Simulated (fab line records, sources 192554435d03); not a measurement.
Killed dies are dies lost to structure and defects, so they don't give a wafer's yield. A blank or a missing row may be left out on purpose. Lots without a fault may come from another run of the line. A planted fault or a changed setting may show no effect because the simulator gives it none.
Which tool did it? | flow n5_finfet | 10 lots, 29 wafers sampled, at 4 steps of a route of 1938

WHAT THE GAUGES READ, wafer by wafer
N5_BEOL_M4_RC_MEAS_101.
lot  | measured     | on        | CJ_N           | DIBL_N (mV/V)  | DIBL_P (mV/V)  | IOFF_N (nA/um) | IOFF_P (nA/um) | ION_N (uA/um) | ION_P (uA/um) | SS_N (mV/dec)  | SS_P (mV/dec)  | VT_N (mV)   | VT_P (mV)
L606 | day 8 22:50  | prober-01 | 4.36 4.46 4.44 | 38.0 36.5 37.5 | 39.7 37.5 39.1 | 0.19 0.16 0.18 | 0.24 0.20 0.23 | 682 676 678   | 462 460 458   | 72.3 71.0 71.5 | 73.6 73.5 74.0 | 247 250 248 | -250 -252 -251
L607 | day 8 20:34  | prober-02 | 4.36 4.35 4.40 | 38.5 38.2 37.8 | 39.0 39.0 37.4 | 0.19 0.21 0.19 | 0.25 0.24 0.22 | 671 675 667   | 461 460 457   | 71.5 71.9 72.0 | 73.3 74.6 73.4 | 250 245 250 | -250 -250 -249
L608 | day 9 03:59  | prober-02 | 4.32 4.31 4.27 | 36.8 36.4 38.0 | 37.0 36.0 38.4 | 0.15 0.14 0.18 | 0.20 0.18 0.21 | 660 666 667   | 460 460 457   | 72.2 71.8 72.5 | 73.1 73.5 73.6 | 252 253 251 | -253 -255 -253
L611 | day 9 12:34  | prober-01 | 4.34 4.43 4.41 | 37.7 34.6 35.9 | 38.4 34.7 35.1 | 0.17 0.13 0.14 | 0.21 0.16 0.17 | 670 671 655   | 455 456 447   | 72.2 71.1 71.1 | 73.5 72.0 73.6 | 251 252 252 | -253 -255 -254
L612 | day 10 17:13 | prober-01 | 4.35 4.34 4.42 | 35.5 36.9 39.9 | 35.9 37.3 40.9 | 0.15 0.17 0.24 | 0.21 0.22 0.27 | 669 669 687   | 461 460 463   | 71.5 72.1 73.2 | 72.5 73.8 74.7 | 248 250 244 | -252 -252 -250
L613 | day 10 08:27 | prober-02 | 4.35 4.39 4.32 | 36.2 33.3 37.4 | 37.7 33.2 38.6 | 0.16 0.12 0.18 | 0.22 0.17 0.25 | 675 663 677   | 471 460 468   | 71.6 71.1 72.3 | 73.5 72.6 73.3 | 249 254 248 | -246 -251 -248
L617 | day 10 21:02 | prober-02 | 4.09 4.20 4.36 | 37.4 36.3 37.2 | 38.1 37.3 36.4 | 0.18 0.16 0.16 | 0.23 0.23 0.21 | 675 687 689   | 459 471 470   | 71.5 71.8 71.9 | 74.1 73.4 73.1 | 248 249 248 | -251 -250 -250
L621 | day 12 06:20 | prober-02 | 4.08 4.46      | 38.3 38.1      | 40.2 39.3      | 0.23 0.20      | 0.29 0.28      | 696 684       | 479 472       | 72.0 71.8      | 73.2 73.9      | 240 247     | -246 -245
L626 | day 13 12:33 | prober-01 | 4.44 4.41 4.38 | 35.7 36.7 32.1 | 34.9 36.2 30.0 | 0.15 0.17 0.10 | 0.19 0.22 0.14 | 678 686 662   | 461 464 456   | 71.4 71.0 70.7 | 73.1 73.8 72.4 | 251 250 256 | -249 -249 -255
L629 | day 15 19:44 | prober-01 | 4.14 4.38 4.25 | 36.6 36.8 35.9 | 36.4 35.9 35.0 | 0.15 0.16 0.14 | 0.19 0.20 0.18 | 669 682 670   | 454 464 455   | 71.8 71.9 71.6 | 72.8 73.6 73.4 | 251 248 251 | -252 -253 -254

WHICH TOOL RAN EACH LOT (tool, then ch and the chambers of the sampled wafers, then the start)
lot  | N5_WELL_APT_EPI_41             | N5_BEOL_M4_SPUTTER_96        | N5_BEOL_M4_DEP_57
L606 | epi_rpcvd-01 ch 0, day 1 16:07 | pvd_sputter-03, day 8 20:51  | pecvd-02 ch 0,1,2, day 8 22:16
L607 | epi_rpcvd-04 ch 0, day 1 21:58 | pvd_sputter-01, day 8 19:13  | pecvd-01 ch 0,1,2, day 8 20:17
L608 | epi_rpcvd-01 ch 0, day 2 04:05 | pvd_sputter-01, day 9 02:52  | pecvd-01 ch 0,2, day 9 03:52
L611 | epi_rpcvd-02 ch 0, day 2 23:04 | pvd_sputter-03, day 9 11:25  | pecvd-02 ch 0,1,2, day 9 12:26
L612 | epi_rpcvd-02 ch 0, day 3 04:39 | pvd_sputter-03, day 10 15:46 | pecvd-02 ch 1,2, day 10 17:05
L613 | epi_rpcvd-04 ch 0, day 3 10:20 | pvd_sputter-01, day 10 06:58 | pecvd-03 ch 0,1, day 10 08:01
L617 | epi_rpcvd-01 ch 0, day 4 09:58 | pvd_sputter-03, day 10 19:55 | pecvd-01 ch 1,2, day 10 20:55
L621 | epi_rpcvd-01 ch 0, day 5 10:22 | pvd_sputter-03, day 12 03:43 | pecvd-03 ch 0,1, day 12 05:46
L626 | epi_rpcvd-04 ch 0, day 6 16:13 | pvd_sputter-03, day 13 11:24 | pecvd-01 ch 0,2, day 13 12:25
L629 | epi_rpcvd-04 ch 0, day 7 10:10 | pvd_sputter-01, day 15 18:38 | pecvd-01 ch 0,1,2, day 15 19:37
- N5_WELL_APT_EPI_41: deposits Si from SiH4/H2, target thk 50 nm, time 297.7 s.
- N5_BEOL_M4_SPUTTER_96: material Cu, target thk 4.5 nm, time 8.29 s.
- N5_BEOL_M4_DEP_57: deposits SiCN from 3MS/NH3, target thk 8 nm, time 14 s.

WHAT THE TOOLS THEMSELVES READ (means of the sampled wafers that have a number; where no wafer has one, the mark that the record gives instead)
N5_WELL_APT_EPI_41.
lot  | tool         | throttle_valve_pct (%)
L606 | epi_rpcvd-01 | 11.6
L607 | epi_rpcvd-04 | 10.8
L608 | epi_rpcvd-01 | 11.5
L611 | epi_rpcvd-02 | 10.5
L612 | epi_rpcvd-02 | 10.6
L613 | epi_rpcvd-04 | 11.0
L617 | epi_rpcvd-01 | 11.3
L621 | epi_rpcvd-01 | 11.6
L626 | epi_rpcvd-04 | 10.9
L629 | epi_rpcvd-04 | 11.1

N5_BEOL_M4_SPUTTER_96.
lot  | tool           | throttle_valve_pct (%)
L606 | pvd_sputter-03 | 30.4
L607 | pvd_sputter-01 | 30.0
L608 | pvd_sputter-01 | 31.3
L611 | pvd_sputter-03 | 30.6
L612 | pvd_sputter-03 | 30.2
L613 | pvd_sputter-01 | 31.1
L617 | pvd_sputter-03 | 29.9
L621 | pvd_sputter-03 | 31.1
L626 | pvd_sputter-03 | 30.2
L629 | pvd_sputter-01 | 31.4

N5_BEOL_M4_DEP_57.
lot  | tool     | showerhead_plenum_p_Torr (Torr) | throttle_valve_pct (%)
L606 | pecvd-02 | 3.662                           | 8.91
L607 | pecvd-01 | 3.663                           | 8.84
L608 | pecvd-01 | 3.664                           | 8.80
L611 | pecvd-02 | 3.662                           | 8.87
L612 | pecvd-02 | 3.660                           | 8.99
L613 | pecvd-03 | 3.671                           | 9.12
L617 | pecvd-01 | 3.665                           | 8.90
L621 | pecvd-03 | 3.670                           | 9.20
L626 | pecvd-01 | 3.669                           | 9.01
L629 | pecvd-01 | 3.662                           | 9.02

THE ANSWER, worked out from the rows above alone
Rule: what is usual is taken from the lots themselves. Put in order of their means at a reading, lots are off if they are a third of the lots or fewer, leave a main group of 4 or more, and stand apart from it by a gap of 3 or more times the standard deviation of the main group's means; of several such gaps the widest counts. A main group whose means are all the same, to the digits that the tables above print for the reading, isn't used. A lot without any number at a reading at which 4 lots or more have one is off too. The other lots that the step has rows for count as sound. The gauges are gone through in route order, then the tools' own readings, and for those a lot's mean is taken as printed above. The first step at which some lot is off is used, and at that step the reading that is off furthest; a lot without a number counts as furthest.
No lot is off at any reading shown: from this, nothing can be told.

WHAT THE SIMULATOR HAD PUT IN
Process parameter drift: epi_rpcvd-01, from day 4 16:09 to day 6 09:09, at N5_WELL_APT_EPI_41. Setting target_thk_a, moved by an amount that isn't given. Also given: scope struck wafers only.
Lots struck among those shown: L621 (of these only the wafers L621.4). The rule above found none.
